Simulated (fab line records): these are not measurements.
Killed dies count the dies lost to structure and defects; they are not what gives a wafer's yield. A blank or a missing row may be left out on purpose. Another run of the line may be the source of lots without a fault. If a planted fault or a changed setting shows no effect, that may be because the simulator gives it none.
One fault seen from 2 desks	flow n5-finfet	numbers are kept per desk, each desk with only its own; the story behind them comes last

FROM THE METROLOGY DESK
Lot by lot, what the gauges showed, no matter which tool ran the lot: averages of those sampled wafers that carry a number. A lot is out of limits, marked OUT, if its mean lies more than 4 standard deviations from the usual mean; the brackets give that distance. 7 of its 11 readings are shown, namely those furthest out on some lot.
Columns: A = thk-nm at N5_DUMMY_GATE_THK_MEAS_05, usual 72.0 nm; B = DIBL_N at N5_BEOL_M4_RC_MEAS_101, usual 36.2 mV/V; C = DIBL_P at N5_BEOL_M4_RC_MEAS_101, usual 36.3 mV/V; D = IOFF_N at N5_BEOL_M4_RC_MEAS_101, usual 0.155 nA/um; E = ION_N at N5_BEOL_M4_RC_MEAS_101, usual 677 uA/um; F = ION_P at N5_BEOL_M4_RC_MEAS_101, usual 465 uA/um; G = SS_N at N5_BEOL_M4_RC_MEAS_101, usual 71.4 mV/dec
lot	first seen here	A	B	C	D	E	F	G
L316	day 2 21:52	71.4	36.8	37.0	0.163	677	464	71.6
L319	day 3 13:11	70.9	34.4	34.7	0.133	672	464	70.5
L321	day 4 01:10	72.4	37.0	36.4	0.152	675	460	71.3
L327	day 5 10:59	72.2	36.4	36.3	0.174	681	469	71.6
L328	day 5 22:38	72.3	36.2	36.4	0.149	669	463	71.8
L329	day 6 01:01	72.8	37.4	35.9	0.164	681	468	71.6
L330	day 6 07:20	71.5	35.3	37.1	0.159	676	468	71.3
L337	day 8 01:12	72.7	37.4	36.6	0.153	672	463	71.5
L338	day 8 12:04	72.6	37.0	36.7	0.173	681	466	71.4
L339	day 8 16:42	71.8	36.6	35.0	0.150	668	456	71.5
This desk's verdict: no lot among the 10 shows anything out of limits.

DESK OF THE TOOL OWNER: litho-track-01
The tool's own readings at N5_DUMMY_GATE_COAT_34 (time 60 s, resist thk 60 nm): means of the sampled wafers that have a number, for each lot that ran on this tool. A lot is out of limits, marked OUT, if its mean lies more than 4 standard deviations from the usual mean; the brackets give that distance.
Columns: A = chill-plate-temp-C at N5_DUMMY_GATE_COAT_34, usual 23.00 C; B = spin-speed-rpm at N5_DUMMY_GATE_COAT_34, usual 1499.8 rpm
lot	first seen here	A	B
L321	day 4 05:12	23.05	1499.9
L327	day 5 15:02	22.91	1500.1
L329	day 6 05:03	23.08	1543.5 (+36) OUT
L330	day 6 11:41	23.06	1542.7 (+36) OUT
This desk's verdict: out of limits on L329, L330, starting with L329 at day 6 05:03 (spin-speed-rpm at N5_DUMMY_GATE_COAT_34). Within limits: L321, L327.

ALL TOGETHER
The tool owner's desk had the chance to raise an alarm at day 6 05:03 on L329, L330.
The metrology desk saw nothing out of limits.
The metrology desk has L329, L330 on record, within its limits.
On litho-track-01, each named lot ran N5_DUMMY_GATE_COAT_34.

WHAT THE SIMULATOR HAD INSERTED
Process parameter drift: litho-track-01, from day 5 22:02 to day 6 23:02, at N5_DUMMY_GATE_COAT_34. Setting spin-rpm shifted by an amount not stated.
Shown lots that were struck: L329, L330.
Each desk's first reading out of limits, in hours after the fault started: the tool owner's desk, 7.
